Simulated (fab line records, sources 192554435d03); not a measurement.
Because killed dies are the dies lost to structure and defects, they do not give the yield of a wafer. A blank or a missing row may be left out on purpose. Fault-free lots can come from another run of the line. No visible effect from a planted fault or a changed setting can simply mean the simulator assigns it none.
Lot-split experiment -- flow n5_finfet -- route with 1938 steps; 7 lots, 21 wafers read

SPLIT DETAILS
At N5_BEOL_M9_COAT_60 (time 60 s, resist thk 30 nm), the setting spin_rpm was moved away from the recipe's 1500 rpm on 9 of the 21 wafers read, by -5.1% to +10.8%. For the rest of the wafers, this setting stayed at what the recipe calls for.

FROM THE SPLIT TO THE READING: what the file shows between them, 3 steps
- N5_BEOL_M9_COAT_05: resist thk 90 nm
- N5_BEOL_M9_EBR_07
- N5_BEOL_M9_DESCUM_16: chemistry O2, time 7.9 s

THE READING
CAR-ArF_of_BEOL_M9_COAT_05.thk_nm (the simulator's own value, which no gauge read), in nm, at N5_BEOL_M9_ETCH_61 (etches SiARC in CF4, target depth 39 nm, time 65 s). There is no usual value for it anywhere in the file. The 12 wafers here that ran the recipe average 55.4 nm, standard deviation 0.17 nm.

wafer,"tool, chamber at the split","spin_rpm as run, rpm",against the recipe,"CAR-ArF_of_BEOL_M9_COAT_05.thk_nm, nm",against lot-mates on the recipe
L083.2,"litho_track-03, 0",1662,+10.8%,57,+1.6
L083.3,"litho_track-03, 0",1500,recipe,55.4,-
L083.4,"litho_track-03, 0",1500,recipe,55.4,-
L086.2,"litho_track-05, 0",1500,recipe,55.6,-
L086.3,"litho_track-05, 0",1500,recipe,55.4,-
L086.6,"litho_track-05, 0",1500,recipe,55.6,-
L088.2,"litho_track-03, 0",1500,recipe,55.6,-
L088.3,"litho_track-03, 0",1500,recipe,55.4,-
L088.6,"litho_track-03, 0",1500,recipe,55.4,-
L090.4,"litho_track-05, 0",1423,-5.1%,54.6,-0.4
L090.5,"litho_track-05, 0",1423,-5.1%,54.4,-0.6
L090.6,"litho_track-05, 0",1500,recipe,55,-
L092.2,"litho_track-03, 0",1500,recipe,55.6,-
L092.3,"litho_track-03, 0",1605,+7.0%,56.6,+1.0
L092.5,"litho_track-03, 0",1605,+7.0%,56.4,+0.8
L094.1,"litho_track-05, 0",1500,recipe,55.2,-
L094.2,"litho_track-05, 0",1626,+8.4%,56.2,+1.0
L094.3,"litho_track-05, 0",1626,+8.4%,56,+0.8
L096.3,"litho_track-03, 0",1500,recipe,55.4,-
L096.4,"litho_track-03, 0",1629,+8.6%,56.6,+1.2
L096.5,"litho_track-03, 0",1629,+8.6%,56.4,+1.0

THE FIT
A straight line over all 21 wafers: CAR-ArF_of_BEOL_M9_COAT_05.thk_nm changes by +0.133 nm for each +1% of spin_rpm; r = +0.94; the points scatter about the line by 0.22 nm.
The same after taking each lot's own level away (the mean of its wafers on the recipe; 21 wafers): +0.122 nm for each +1%; r = +0.98; scatter 0.12 nm.
According to that fit, moving spin_rpm by its largest amount changes the reading by 1.3 nm.
Across the lots, their own levels run from 55.00 to 55.60 nm, a range of 3.5 times the standard deviation given above.
The two slopes are in agreement: the lot-to-lot level therefore moves the slope only a little.
Check: with one of the wafers moved furthest among these (+10.8%) left out of the fit, the line predicts +1.27 nm for it against its lot-mates. It came out at +1.6 nm against them.

THE OTHER SPLITS THESE WAFERS WENT THROUGH
Other splits were also applied to these wafers ahead of the reading. Each is held against what the fit with the lots' levels taken away leaves over:
other split on the same wafers,wafers away from the commonest value,r with CAR-ArF_of_BEOL_M9_COAT_05.thk_nm (lot level and that fit taken away)
N5_BEOL_M5_ILD_DEP_00 time_s,8,+0.04
N5_BEOL_M5_COAT_71 spin_rpm,6,+0.14
N5_BEOL_M6_ETCH_66 bias_w,8,+0.08
N5_BEOL_M6_TRENCH_ETCH_37 bias_w,3,-0.08
N5_BEOL_M7_VIA_ETCH_34 source_w,10,+0.10
N5_BEOL_M7_TRENCH_ETCH_37 source_w,10,-0.26

THE WHOLE CHAIN: every reading that the file lists as answering this split, in the file's order
step,what it does,reading,change (the file's fit),r (the file's)
N5_BEOL_M9_COAT_60,"time 60 s, resist thk 30 nm","SiARC_of_BEOL_M9_COAT_60.thk_nm (the simulator's own value, which no gauge read)",-0.147 nm for each +1% of the setting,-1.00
N5_BEOL_M9_ETCH_61,"etches SiARC in CF4, target depth 39 nm, time 65 s","etch.depth_nm (the simulator's own value, which no gauge read)",-0.141 nm for each +1% of the setting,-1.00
N5_BEOL_M9_ETCH_61,"etches SiARC in CF4, target depth 39 nm, time 65 s","CAR-ArF_of_BEOL_M9_COAT_05.thk_nm (the simulator's own value, which no gauge read)",+0.128 nm for each +1% of the setting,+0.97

THE FILE'S OWN FIT
CAR-ArF_of_BEOL_M9_COAT_05.thk_nm changes by +0.128 nm for each +1% of spin_rpm, r = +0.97.
